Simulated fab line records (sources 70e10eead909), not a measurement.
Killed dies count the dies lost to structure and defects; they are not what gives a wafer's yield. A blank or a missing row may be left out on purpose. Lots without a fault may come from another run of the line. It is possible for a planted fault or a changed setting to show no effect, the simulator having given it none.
The tool behind it: which one? || flow nand-harc || 6 lots, 18 wafers sampled, at 4 steps of a route of 1159

## WHAT THE GAUGES READ, wafer by wafer
NHARC_END_SORT_01.
{"lot": "L836", "measured": "day 19 17:22", "on": "prober-02", "killed-at-periphery": "7 3 3"}
{"lot": "L842", "measured": "day 22 01:18", "on": "prober-01", "killed-at-periphery": "0 7 2"}
{"lot": "L846", "measured": "day 22 09:46", "on": "prober-01", "killed-at-periphery": "1 3 7"}
{"lot": "L853", "measured": "day 24 13:43", "on": "prober-01", "killed-at-periphery": "0 3 1"}

## TOOL THAT RAN EACH LOT (tool first, then ch and the chambers of the sampled wafers, then the start)
{"lot": "L836", "NHARC_P_ZERO_WELL_ETCH_63": "rie-si-01 ch 1,2,3, day 2 07:38", "NHARC_P_ZERO_WELL_STRIP_28": "wet-bench-03 ch 0,1,7, day 2 09:29", "NHARC_P_ZERO_WELL_DESCUM_54": "rie-diel-10 ch 0,1,3, day 2 11:50"}
{"lot": "L840", "NHARC_P_ZERO_WELL_ETCH_63": "rie-si-01 ch 1,2,3, day 3 07:40", "NHARC_P_ZERO_WELL_STRIP_28": "wet-bench-07 ch 3,6,7, day 3 09:21", "NHARC_P_ZERO_WELL_DESCUM_54": "rie-diel-12 ch 0,1,2, day 3 11:49"}
{"lot": "L842", "NHARC_P_ZERO_WELL_ETCH_63": "rie-si-01 ch 1,3, day 3 19:32", "NHARC_P_ZERO_WELL_STRIP_28": "wet-bench-03 ch 1,6,7, day 3 21:21", "NHARC_P_ZERO_WELL_DESCUM_54": "rie-diel-12 ch 0,2,3, day 3 23:50"}
{"lot": "L846", "NHARC_P_ZERO_WELL_ETCH_63": "rie-si-05 ch 1,2,3, day 4 19:40", "NHARC_P_ZERO_WELL_STRIP_28": "wet-bench-07 ch 2,4,6, day 4 21:38", "NHARC_P_ZERO_WELL_DESCUM_54": "rie-diel-10 ch 0,1,2, day 5 00:05"}
{"lot": "L848", "NHARC_P_ZERO_WELL_ETCH_63": "rie-si-01 ch 0,1, day 5 07:33", "NHARC_P_ZERO_WELL_STRIP_28": "wet-bench-03 ch 1,6,7, day 5 09:26", "NHARC_P_ZERO_WELL_DESCUM_54": "rie-diel-10 ch 1,3, day 5 12:01"}
{"lot": "L853", "NHARC_P_ZERO_WELL_ETCH_63": "rie-si-05 ch 1,3, day 6 13:44", "NHARC_P_ZERO_WELL_STRIP_28": "wet-bench-07 ch 3,4,7, day 6 15:32", "NHARC_P_ZERO_WELL_DESCUM_54": "rie-diel-12 ch 1,2, day 6 18:07"}
- NHARC_P_ZERO_WELL_ETCH_63: etches the open film in HBr/Cl2, target depth 120 nm, time 40.1 s.
- NHARC_P_ZERO_WELL_STRIP_28: strips in SPM, time 840 s.
- NHARC_P_ZERO_WELL_DESCUM_54: chemistry O2, time 3 s.

## THE ANSWER, worked out from the rows above alone
Rule: usual is defined by the lots themselves. The widest of any qualifying gaps counts: lots, ordered by their means at a reading, are off when they make up no more than a third of the lots, leave a main group of 4 or more, and stand apart from it by 3 or more times the standard deviation of that group's means. If all means in a main group match to the digits the tables above print for the reading, that group is not used. A lot without any number at a reading at which 4 lots or more have one is off too. Where the step has rows for the other lots, those lots are counted as sound.
None of the lots is off at any reading shown; this tells nothing.

## WHAT HAD BEEN PUT IN BY THE SIMULATOR
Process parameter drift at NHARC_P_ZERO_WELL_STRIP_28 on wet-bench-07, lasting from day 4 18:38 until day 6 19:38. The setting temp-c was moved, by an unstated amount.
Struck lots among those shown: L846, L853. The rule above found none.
